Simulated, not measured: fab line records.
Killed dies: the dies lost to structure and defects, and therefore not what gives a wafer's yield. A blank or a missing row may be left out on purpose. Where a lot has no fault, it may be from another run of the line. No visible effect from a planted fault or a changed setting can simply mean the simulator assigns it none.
Chamber matching | flow nand harc | ald hk-04 running NHARC_A_CHANNEL_FILL_D1_ALD_14: 4 sister chambers
The step deposits SiO2, target thk 2.5 nm, pulse time 10 s, ald cycles 25. 8 wafers are shown with their chamber, then 10 later ones without.

WAFERS, EACH WITH ITS CHAMBER
wafer  | chamber | heater power w (W) | precursor pulse height rel
L079.5 | 1       | 487                | 0.992
L084.2 | 1       | 474                | 0.979
L084.3 | 3       | 457                | 0.999
L091.1 | 2       | 453                | 0.983
L091.3 | 0       | 604                | 1.036
L091.5 | 0       | 590                | 1.006
L092.1 | 3       | 472                | 1.030
L092.2 | 2       | 457                | 0.968

WAFERS WITHOUT THEIR CHAMBER
wafer  | heater power w (W) | precursor pulse height rel
L092.4 | 472                | 1.015
L093.1 | 475                | 1.007
L093.3 | 613                | 1.006
L093.5 | 467                | 0.987
L094.1 | 474                | 1.010
L094.4 | 611                | 1.000
L094.5 | 608                | 0.959
L095.1 | 450                | 1.014
L095.3 | 586                | 1.000
L095.4 | 459                | 1.006

EACH ONE'S CHAMBER
wafer  | from the rows above          | in truth
L092.4 | can't be placed: 3 or 1      | 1
L093.1 | can't be placed: 3 or 1 or 2 | 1
L093.3 | 0                            | 0
L093.5 | can't be placed: 2 or 1 or 3 | 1
L094.1 | can't be placed: 3 or 1 or 2 | 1
L094.4 | 0                            | 0
L094.5 | 0                            | 0
L095.1 | can't be placed: 3 or 2      | 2
L095.3 | 0                            | 0
L095.4 | can't be placed: 3 or 2 or 1 | 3
4 of 10 placed correctly. Unplaceable from these rows: 6, with the true chamber sitting among the candidates in 6. Placed wrongly: 0.
How it was worked out, from the rows above alone: a wafer's distance from a chamber is the root of the sum, over the readings, of the square of ((its reading less the chamber's mean) divided by the reading's scatter). The wafer belongs to the nearest chamber; if the next one is less than 2 further off, it can't be placed. Each chamber's mean is taken over the wafers shown for it. How the scatter is found: for the shown wafers, subtract from each reading the mean of its chamber, square and add these, divide the total by (wafers less chambers), then take the root.
